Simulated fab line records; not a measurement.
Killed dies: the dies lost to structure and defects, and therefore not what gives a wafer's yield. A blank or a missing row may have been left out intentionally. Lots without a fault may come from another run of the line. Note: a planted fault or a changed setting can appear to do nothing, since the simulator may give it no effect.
Which tool was responsible? + flow nandHarc + Sampling: 12 lots, 36 wafers, 4 of 1302 route steps

## WHAT EACH GAUGE READ, for each wafer
No reading from a measuring or inspecting step in the record can be judged against a usual standard deviation.

## EACH LOT AND THE TOOL THAT RAN IT (in order: tool; ch and the chambers of the sampled wafers; start)
| lot  | NHARC_P_BONDPAD_PRE_CLEAN_26           | NHARC_P_BONDPAD_CMP_19        | NHARC_A_ZERO_WELL_ETCH_19         | NHARC_A_DECK1_JOINT_ETCHBACK_07 |
|------|----------------------------------------|-------------------------------|-----------------------------------|---------------------------------|
| L256 | pvdSputter-02, day 6 18:55 or earlier  | cmp-04 ch 1,2,3, day 6 18:55  | rieDiel-10 ch 1,2, day 6 20:56    | rieSi-03 ch 1,2,3, day 10 19:29 |
| L258 | pvdSputter-01, day 7 08:11 or earlier  | cmp-04 ch 0,2, day 7 08:11    | rieDiel-10 ch 1,2, day 7 10:18    | rieSi-01 ch 0,1,3, day 11 09:54 |
| L265 | pvdSputter-02, day 10 11:24 or earlier | cmp-02 ch 0,1,3, day 10 11:24 | rieDiel-13 ch 1,2, day 10 13:27   | rieSi-01 ch 0,1,2, day 14 10:14 |
| L267 | pvdSputter-03, day 11 02:01 or earlier | cmp-04 ch 0,2,3, day 11 02:01 | rieDiel-08 ch 0,2,3, day 11 04:04 | rieSi-03 ch 2,3, day 15 14:20   |
| L270 | pvdSputter-03, day 12 21:22 or earlier | cmp-02 ch 1,2, day 12 21:22   | rieDiel-13 ch 0,1, day 12 23:19   | rieSi-06 ch 0,3, day 17 04:15   |
| L271 | pvdSputter-03, day 12 21:58 or earlier | cmp-04 ch 0,1,2, day 12 21:58 | rieDiel-13 ch 1,3, day 13 00:01   | rieSi-01 ch 1,2,3, day 17 04:16 |
| L274 | pvdSputter-01, day 13 23:55 or earlier | cmp-02 ch 0,2,3, day 13 23:55 | rieDiel-10 ch 1,2,3, day 14 02:01 | rieSi-01 ch 0,1,3, day 18 08:29 |
| L275 | pvdSputter-01, day 14 16:47 or earlier | cmp-04 ch 1,2, day 14 16:47   | rieDiel-10 ch 0,1, day 14 18:45   | rieSi-01 ch 1,2,3, day 19 08:19 |
| L276 | pvdSputter-01, day 15 04:19 or earlier | cmp-02 ch 0,1,2, day 15 04:19 | rieDiel-10 ch 0,2,3, day 15 06:13 | rieSi-03 ch 1,3, day 20 01:57   |
| L277 | pvdSputter-03, day 15 09:49 or earlier | cmp-02 ch 0,1,2, day 15 09:49 | rieDiel-10 ch 0,3, day 15 11:56   | rieSi-06 ch 0,2,3, day 20 01:58 |
| L278 | pvdSputter-01, day 15 21:08 or earlier | cmp-04 ch 0,3, day 15 21:08   | rieDiel-10 ch 0,1, day 15 23:11   | rieSi-06 ch 1,2,3, day 20 12:11 |
| L279 | pvdSputter-02, day 16 08:16 or earlier | cmp-04 ch 0,2,3, day 16 08:16 | rieDiel-10 ch 1,2,3, day 16 10:22 | rieSi-06 ch 1,2,3, day 20 16:49 |
- NHARC_P_BONDPAD_PRE_CLEAN_26: time 30 s.
- NHARC_P_BONDPAD_CMP_19: polishes, t overpolish 30 s, cu recess touch 16 s, target thk 160.81 nm.
- NHARC_A_ZERO_WELL_ETCH_19: etches the open film in N2/H2, target depth 80 nm, overetch 24 nm, time 87.88 s.
- NHARC_A_DECK1_JOINT_ETCHBACK_07: etches the open film in HBr, target depth 105 nm, time 26.9 s.

## WHAT THE TOOLS THEMSELVES READ (means of the sampled wafers that have a number; where no wafer has one, the mark that the record gives instead)
NHARC_P_BONDPAD_PRE_CLEAN_26. Usual: 421 W for heaterPowerW, sd 34.
| lot  | tool          | heaterPowerW (W) | flag |
|------|---------------|------------------|------|
| L256 | pvdSputter-02 | 438              |      |
| L258 | pvdSputter-01 | 421              |      |
| L265 | pvdSputter-02 | 408              |      |
| L267 | pvdSputter-03 | 403              |      |
| L270 | pvdSputter-03 | 395              |      |
| L271 | pvdSputter-03 | 416              |      |
| L274 | pvdSputter-01 | 411              |      |
| L275 | pvdSputter-01 | 406              |      |
| L276 | pvdSputter-01 | 404              |      |
| L277 | pvdSputter-03 | 410              |      |
| L278 | pvdSputter-01 | 412              |      |
| L279 | pvdSputter-02 | 488              |      |

NHARC_P_BONDPAD_CMP_19. Usual: motorCurrentA 12.1 A, standard deviation 0.9; overpolishRunS 29.999 s, standard deviation 0.0093.
| lot  | tool   | motorCurrentA (A) | overpolishRunS (s) | flag |
|------|--------|-------------------|--------------------|------|
| L256 | cmp-04 | 13.0              | 29.990             |      |
| L258 | cmp-04 | 12.0              | 30.003             |      |
| L265 | cmp-02 | 11.9              | 30.000             |      |
| L267 | cmp-04 | 11.5              | 30.002             |      |
| L270 | cmp-02 | 11.8              | 29.997             |      |
| L271 | cmp-04 | 12.9              | 30.004             |      |
| L274 | cmp-02 | 12.0              | 30.005             |      |
| L275 | cmp-04 | 13.6              | 30.000             |      |
| L276 | cmp-02 | 11.6              | 29.999             |      |
| L277 | cmp-02 | 12.4              | 30.015             |      |
| L278 | cmp-04 | 11.5              | 29.995             |      |
| L279 | cmp-04 | 12.1              | 29.999             |      |

NHARC_A_ZERO_WELL_ETCH_19. Usual: chamberPressureMTorr 30.002 mTorr (standard deviation 0.027); drypumpMotorCurrentA 5.7 A (standard deviation 0.44); h2FlowSccm 150.0 sccm (standard deviation 0.39); oesProductAu 0.998 a.u. (standard deviation 0.0085); rfVppV 429.1 V (standard deviation 1.7); showerheadPlenumPTorr 1.99 Torr (standard deviation 0.052); throttleValvePct 14.170 % (standard deviation 0.0083).
| lot  | tool       | chamberPressureMTorr (mTorr) | drypumpMotorCurrentA (A) | h2FlowSccm (sccm) | oesProductAu (a.u.) | rfVppV (V) | showerheadPlenumPTorr (Torr) | throttleValvePct (%) | flag |
|------|------------|------------------------------|--------------------------|-------------------|---------------------|------------|------------------------------|----------------------|------|
| L256 | rieDiel-10 | 29.998                       | 5.8                      | 150.2             | 0.993               | 429.3      | 1.98                         | 14.177               |      |
| L258 | rieDiel-10 | 30.009                       | 5.7                      | 150.5             | 0.999               | 429.6      | 1.98                         | 14.172               |      |
| L265 | rieDiel-13 | 29.993                       | 5.9                      | 150.3             | 1.000               | 428.6      | 1.97                         | 14.177               |      |
| L267 | rieDiel-08 | 30.025                       | 5.9                      | 150.3             | 0.981               | 430.5      | 2.02                         | 14.171               |      |
| L270 | rieDiel-13 | 29.991                       | 5.2                      | 150.0             | 0.997               | 428.6      | 1.97                         | 14.170               |      |
| L271 | rieDiel-13 | 30.000                       | 5.3                      | 150.5             | 0.999               | 430.3      | 2.03                         | 14.175               |      |
| L274 | rieDiel-10 | 30.024                       | 5.6                      | 149.6             | 0.997               | 428.1      | 1.95                         | 14.165               |      |
| L275 | rieDiel-10 | 29.983                       | 6.2                      | 150.0             | 0.992               | 431.0      | 2.04                         | 14.170               |      |
| L276 | rieDiel-10 | 29.988                       | 5.8                      | 149.8             | 1.005               | 428.8      | 1.98                         | 14.172               |      |
| L277 | rieDiel-10 | 30.000                       | 5.6                      | 149.7             | 1.012               | 427.8      | 1.95                         | 14.173               |      |
| L278 | rieDiel-10 | 30.012                       | 6.1                      | 150.0             | 0.999               | 428.7      | 2.00                         | 14.165               |      |
| L279 | rieDiel-10 | 30.009                       | 5.6                      | 149.8             | 1.006               | 429.0      | 1.95                         | 14.177               |      |

NHARC_A_DECK1_JOINT_ETCHBACK_07. Usual: chamberPressureMTorr 15.000 mTorr, standard deviation 0.015; drypumpMotorCurrentA 5.9 A, standard deviation 0.32; oesProductAu 1.001 a.u., standard deviation 0.013; throttleValvePct 23.267 %, standard deviation 0.0081.
| lot  | tool     | chamberPressureMTorr (mTorr) | drypumpMotorCurrentA (A) | oesProductAu (a.u.) | throttleValvePct (%) | flag |
|------|----------|------------------------------|--------------------------|---------------------|----------------------|------|
| L256 | rieSi-03 | 15.002                       | 5.8                      | 1.010               | 23.270               |      |
| L258 | rieSi-01 | 14.994                       | 6.2                      | 0.999               | 23.271               |      |
| L265 | rieSi-01 | 14.997                       | 6.1                      | 0.971               | 23.272               |      |
| L267 | rieSi-03 | 15.001                       | 5.7                      | 1.016               | 23.265               |      |
| L270 | rieSi-06 | 14.996                       | 5.5                      | 1.011               | 23.266               |      |
| L271 | rieSi-01 | 15.001                       | 6.1                      | 0.981               | 23.268               |      |
| L274 | rieSi-01 | 14.999                       | 6.3                      | 0.986               | 23.265               |      |
| L275 | rieSi-01 | 14.990                       | 6.1                      | 0.983               | 23.266               |      |
| L276 | rieSi-03 | 14.998                       | 5.9                      | 0.991               | 23.261               |      |
| L277 | rieSi-06 | 14.995                       | 5.5                      | 1.017               | 23.279               |      |
| L278 | rieSi-06 | 15.004                       | 5.7                      | 1.016               | 23.262               |      |
| L279 | rieSi-06 | 15.006                       | 5.8                      | 1.009               | 23.261               |      |

## THE ANSWER, worked out from the rows above alone
Rule: lot off if the mean of its wafers having a number is beyond 3 standard deviations from the usual mean. Also off: a lot with no number at a reading for which 4 or more lots have one. Any other lot the step has rows for is counted as sound. Order of review: gauges by route order, followed by the tools' own readings, for which a lot's mean as printed above is used. At the first step where some lot is off, the reading lying furthest off is the one used; lots without a number count as furthest.
No lot is off at any reading shown: from this, nothing can be told.

## WHAT WAS PUT IN BY THE SIMULATOR
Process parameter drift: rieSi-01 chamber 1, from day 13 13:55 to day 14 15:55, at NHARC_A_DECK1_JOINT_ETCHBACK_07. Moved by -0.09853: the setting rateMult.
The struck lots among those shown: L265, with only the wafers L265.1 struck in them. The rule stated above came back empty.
